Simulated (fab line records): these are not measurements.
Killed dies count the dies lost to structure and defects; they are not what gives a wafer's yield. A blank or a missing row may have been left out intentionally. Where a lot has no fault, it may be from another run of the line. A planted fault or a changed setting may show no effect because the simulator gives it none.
A struck lot beside a sound one -- flow n5_finfet -- 15 steps out of a route of 1938
Sound: these wafers, L855.2, L855.4, L855.5. Wafers L863.1, L863.2, L863.5 were the ones struck. The cause is named last.
Order at every step that has rows: each side's tool, ch and its chambers, its first start. Under that, the readings that differ: sound wafers -- struck wafers -- difference of the means -- sigmas: that difference in standard deviations of wafers without a fault.
alike: readings whose means differ by less than 2 such deviations, and words and numbers that are the same on both sides. not compared: withheld readings, readings that some wafer has no value for, bounds like >300 that may hide the same value, and numbers for which the record gives no deviation and whose values overlap.
A row with sigmas, a row that says differs or no value, or rows on one side alone: a step with any of these is where the two part. Numbers that have no deviation but don't overlap get no sigmas and don't part them. A reading that every wafer of one side lacks parts them only if that side has two wafers or more.

N5_BEOL_M8_OVL_MEAS_12:
  sound on overlay-01 ch 0, day 10 23:14; struck on overlay-01 ch 0, day 11 23:59
  alike: M8_OVL
N5_BEOL_M8_INSPECT_13: inspects for defects (brightfield).
  sound on defect_inspect-01, day 10 23:15; struck on defect_inspect-01, day 12 00:01
  alike: raw_defect_count
N5_BEOL_M8_DESCUM_16: chemistry O2, time 7.9 s.
  sound on rie_diel-04 ch 0,2,3, day 10 23:19; struck on rie_diel-06 ch 0,1, day 12 00:07
  alike: drypump_motor_current_A, oes_product_au, rf_vpp_V, showerhead_plenum_p_Torr, throttle_valve_pct
  not compared: rf_hours_counter_h
N5_BEOL_M8_ETCH_61: etches SiARC in CF4, target depth 45.5 nm, time 75.8 s.
  sound on rie_diel-04 ch 0,2,3, day 10 23:22; struck on rie_diel-06 ch 0,1, day 12 00:08
  alike: drypump_motor_current_A, etch_rf_on_time_s, oes_product_au, rf_vpp_V, showerhead_plenum_p_Torr, throttle_valve_pct
  not compared: rf_hours_counter_h
N5_BEOL_M8_ETCH_62: etches SOC in N2/H2, target depth 110 nm, overetch 22 nm, time 165 s.
  sound on rie_diel-04 ch 0,2,3, day 10 23:25; struck on rie_diel-06 ch 0,1, day 12 00:12
  alike: drypump_motor_current_A, oes_product_au, rf_vpp_V, showerhead_plenum_p_Torr, throttle_valve_pct
  not compared: rf_hours_counter_h
then, 1 step without rows for these wafers: N5_BEOL_M8_STRIP_68 (strips in N2/H2).
N5_BEOL_M8_STRIP_67: strips in CF4.
  sound on rie_diel-04 ch 0,2,3, day 10 23:34; struck on rie_diel-06 ch 0,1, day 12 00:20
  alike: drypump_motor_current_A, oes_product_au, rf_vpp_V, showerhead_plenum_p_Torr, throttle_valve_pct
  not compared: rf_hours_counter_h
then, 1 step without rows for these wafers: N5_BEOL_M8_HM_OPEN_17 (chemistry Cl2/BCl3, target TiN, target depth 20 nm, overetch 6 nm).
N5_BEOL_M8_STRIP_19: strips in O2.
  sound on rie_diel-04 ch 2,3, day 10 23:43; struck on rie_diel-04 ch 0,1,2, day 12 00:30
  alike: drypump_motor_current_A, oes_product_au, rf_vpp_V, showerhead_plenum_p_Torr, throttle_valve_pct
  not compared: rf_hours_counter_h
N5_BEOL_M8_CD_MEAS_18: pitch 80 nm, target cd 40 nm.
  sound on cd_sem-01, day 10 23:47; struck on cd_sem-01, day 12 00:34
  alike: cd_nm
then, 2 steps without rows for these wafers: N5_BEOL_M8_COAT_63 (time 60 s, resist thk 60 nm); N5_BEOL_M8_COAT_64 (time 60 s, resist thk 12 nm).
N5_BEOL_M8_COAT_71: time 60 s, resist thk 5 nm.
  sound on litho_track-05 ch 0, day 11 03:29; struck on litho_track-05 ch 0, day 12 02:12
reading,sound,struck,difference,sigmas
heater_power_total_W (W),389.8 393.5 390.8,376.4 373.8 373.4,-16.8,-14
plate_temp_C (C),205.17 205.21 204.84,197.95 198.19 198.04,-7.01,-50
then, 1 step without rows for these wafers: N5_BEOL_M8_COAT_22 (resist thk 30 nm).
-- here the record skips 3 days between the struck wafers' starts before and after, leaving off in module BEOL_M8 and picking up in module PASSIVATION (first step shown: number 1936 of the route) --
N5_PASSIVATION_PROBE_49:
  only the struck wafers here have rows in the record (prober-02, day 15 04:11); the sound ones have none

WHERE THEY PART
Earliest at N5_BEOL_M8_COAT_71; latest, in this record, at N5_PASSIVATION_PROBE_49.

WHY: what had been put in by the simulator
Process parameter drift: litho_track-05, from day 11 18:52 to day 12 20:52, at N5_BEOL_M8_COAT_71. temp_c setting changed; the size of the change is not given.
